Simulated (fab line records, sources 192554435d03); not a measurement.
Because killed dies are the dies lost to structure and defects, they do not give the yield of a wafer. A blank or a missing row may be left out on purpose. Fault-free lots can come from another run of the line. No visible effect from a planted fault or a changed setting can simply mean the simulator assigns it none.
A lot that was struck, set against a sound lot :: flow n5 finfet :: 15 out of 1938 route steps
Sound: wafers L826.3, L826.4, L826.6. Struck: wafer L835.1; the same lot's L835.5 was not struck, so it is left out; see the end for the cause.
At each step with rows: each side's tool, then ch and its chambers, then its first start. Under that, the readings that differ: sound wafers :: struck wafers :: difference of the means :: sigmas: that difference in standard deviations of wafers without a fault.
alike: same words and numbers on both sides, and readings whose means sit less than 2 such deviations apart. not compared: any withheld reading, any reading some wafer has no value for, any bound like >300 that may hide the same value, and any number with overlapping values for which the record gives no deviation.
The two part at a step that has a row with sigmas, a row that says differs or no value, or rows on one side only. Numbers that don't overlap but have no deviation are shown without sigmas and don't part them. A reading that every wafer of one side lacks parts them only if that side has two wafers or more.

N5_BEOL_M11_THK_MEAS_53: measures by xrf.
  struck on film metro-02, day 15 03:01; sound on film metro-02, day 12 23:51
reading: M11_THK (nm)
sound: 145 144 150
struck: 137
difference: -9
sigmas: -2
then, 1 step without rows for these wafers: N5_BEOL_M11_PRE_CLEAN_55 (time 15 s).
N5_BEOL_M11_DEP_56: deposits SiCN from 3MS/NH3, target thk 30 nm, time 10.5 s.
  sound on pecvd-02 ch 1,2, day 12 23:55; struck on pecvd-02 ch 0, day 15 03:04
  alike: showerhead plenum p Torr, throttle valve pct
N5_BEOL_M11_RS_MEAS_57: the measuring method here is four-point-probe.
  struck on film metro-02, day 15 03:08; sound on film metro-02, day 12 23:58
reading: M11_RS (ohm/sq)
sound: 0.148 0.148 0.142
struck: 0.158
difference: +0.012
sigmas: +2
N5_BEOL_M11_INSPECT_58: inspects for defects (darkfield).
  struck on defect inspect-01, day 15 03:10; sound on defect inspect-01, day 13 00:00
  alike: raw defect count
N5_BEOL_M12_ILD_DEP_00: deposits SiOC from DEMS/O2, target thk 658.92 nm, time 130.7 s.
  sound on pecvd-01 ch 0,1,2, day 13 00:02; struck on pecvd-03 ch 2, day 15 03:12
  alike: heater power w, showerhead plenum p Torr, throttle valve pct
N5_BEOL_M12_THK_MEAS_01:
  struck on film metro-02, day 15 03:20; sound on film metro-01, day 13 00:10
  alike: M12_ILD_THK
then, 5 steps without rows for these wafers: N5_BEOL_M12_COAT_58 (time 60 s, resist thk 89 nm); N5_BEOL_M12_COAT_04 (resist thk 400 nm); N5_BEOL_M12_EBR_06; N5_BEOL_M12_SOFTBAKE_05 (time 60 s); N5_BEOL_M12_EXPOSE_07 (exposes mask V11).
N5_BEOL_M12_PEB_08: peb time 90 s.
  sound on litho track-04 ch 0, day 13 00:29; struck on litho track-04 ch 0, day 15 03:31
reading: heater power total W (W)
sound: 170.9 172.1 172.9
struck: 184.6
difference: +12.6
sigmas: +16
  not compared: plate temp C
then, 1 step without rows for these wafers: N5_BEOL_M12_DEVELOP_09 (develop time 45 s).
-- the record jumps here: 2 days lie between the struck wafers' starts before and after (it left off in module BEOL_M12 and takes up again in module PASSIVATION, whose first step shown is number 1936 of the route) --
N5_PASSIVATION_PROBE_49:
  struck on prober-01, day 17 06:39; sound on prober-01, day 14 11:53
  alike: defect limited yield, killed_at_M0_to_M3, killed_at_M4_up, killed at contacts, killed at front end, killed at other, killed dies, killed open, killed short, sort_bin_5_function, sort_bin_6_memory, sort n pass, sort yield pct

== WHERE THEY PART ==
First at N5_BEOL_M11_THK_MEAS_53; last, within this record, at N5_BEOL_M12_PEB_08. Later steps at which nothing parts them and some readings are alike: N5_PASSIVATION_PROBE_49.

WHY: what had been put in by the simulator
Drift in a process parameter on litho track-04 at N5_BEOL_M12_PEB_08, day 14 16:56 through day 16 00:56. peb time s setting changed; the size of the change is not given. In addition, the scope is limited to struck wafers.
